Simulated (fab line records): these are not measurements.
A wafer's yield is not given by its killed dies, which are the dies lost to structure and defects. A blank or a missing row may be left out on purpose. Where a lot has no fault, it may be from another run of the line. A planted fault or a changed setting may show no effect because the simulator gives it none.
The same fault as seen by 2 desks / flow nandHarc / what lay behind the numbers comes last; until then each desk has only its own

== TOOL OWNER'S DESK, rieDiel-13 ==
The tool's own readings at NHARC_A_BLC_ETCH_17 (etches the open film in N2/H2, target depth 390 nm, time 609.38 s): means of the sampled wafers that have a number, for each lot that ran on this tool. Any lot whose mean is over 4 standard deviations away from the usual mean is out of limits and marked OUT; that distance is given in the brackets.
Columns: A = drypumpMotorCurrentA at NHARC_A_BLC_ETCH_17, usual 5.8 A; B = oesProductAu at NHARC_A_BLC_ETCH_17, usual 0.999 a.u.; C = rfVppV at NHARC_A_BLC_ETCH_17, usual 431.0 V; D = showerheadPlenumPTorr at NHARC_A_BLC_ETCH_17, usual 2.06 Torr; E = throttleValvePct at NHARC_A_BLC_ETCH_17, usual 14.171 %
lot=L724; first seen here=day 17 15:16; A=5.9; B=0.996; C=430.5; D=2.05; E=14.165
lot=L726; first seen here=day 17 17:31; A=6.0; B=1.006; C=429.3; D=2.01; E=14.169
lot=L728; first seen here=day 18 11:35; A=5.9; B=0.994; C=429.4; D=2.01; E=14.173
lot=L730; first seen here=day 18 20:07; A=5.8; B=1.000; C=430.8; D=2.06; E=14.180
lot=L729; first seen here=day 19 14:25; A=5.8; B=0.992; C=433.2; D=2.12; E=14.178
lot=L736; first seen here=day 20 06:23; A=5.9; B=0.999; C=432.7; D=2.12; E=14.163
lot=L745; first seen here=day 23 13:04; A=5.8; B=1.006; C=432.5; D=2.12; E=14.171
This desk's verdict: no lot among the 7 shows anything out of limits.

== METROLOGY DESK ==
What the gauges read, lot by lot, whatever tool the lot ran on: means of the sampled wafers that have a number. Any lot whose mean is over 4 standard deviations away from the usual mean is out of limits and marked OUT; that distance is given in the brackets.
Columns: A = cdNm at NHARC_THIN_TSV_CD_MEAS_33, usual 5000.2 nm
lot=L723; first seen here=day 19 02:52; A=5002.6
lot=L725; first seen here=day 19 05:16; A=5001.7
lot=L726; first seen here=day 19 06:30; A=4999.5
lot=L724; first seen here=day 19 08:05; A=4999.6
lot=L728; first seen here=day 19 23:22; A=5001.1
lot=L730; first seen here=day 20 07:02; A=4999.0
lot=L729; first seen here=day 21 01:55; A=5000.5
lot=L736; first seen here=day 21 12:46; A=5002.2
lot=L737; first seen here=day 21 23:49; A=5001.0
lot=L740; first seen here=day 23 03:51; A=4999.6
lot=L742; first seen here=day 23 12:36; A=5000.0
lot=L744; first seen here=day 23 21:38; A=5002.2
lot=L745; first seen here=day 25 00:17; A=5000.9
This desk's verdict: no lot among the 13 shows anything out of limits.

== ALL TOGETHER ==
The desk of the tool owner found nothing out of limits.
Nothing out of limits was seen by the metrology desk.

== WHAT HAD BEEN PUT IN BY THE SIMULATOR ==
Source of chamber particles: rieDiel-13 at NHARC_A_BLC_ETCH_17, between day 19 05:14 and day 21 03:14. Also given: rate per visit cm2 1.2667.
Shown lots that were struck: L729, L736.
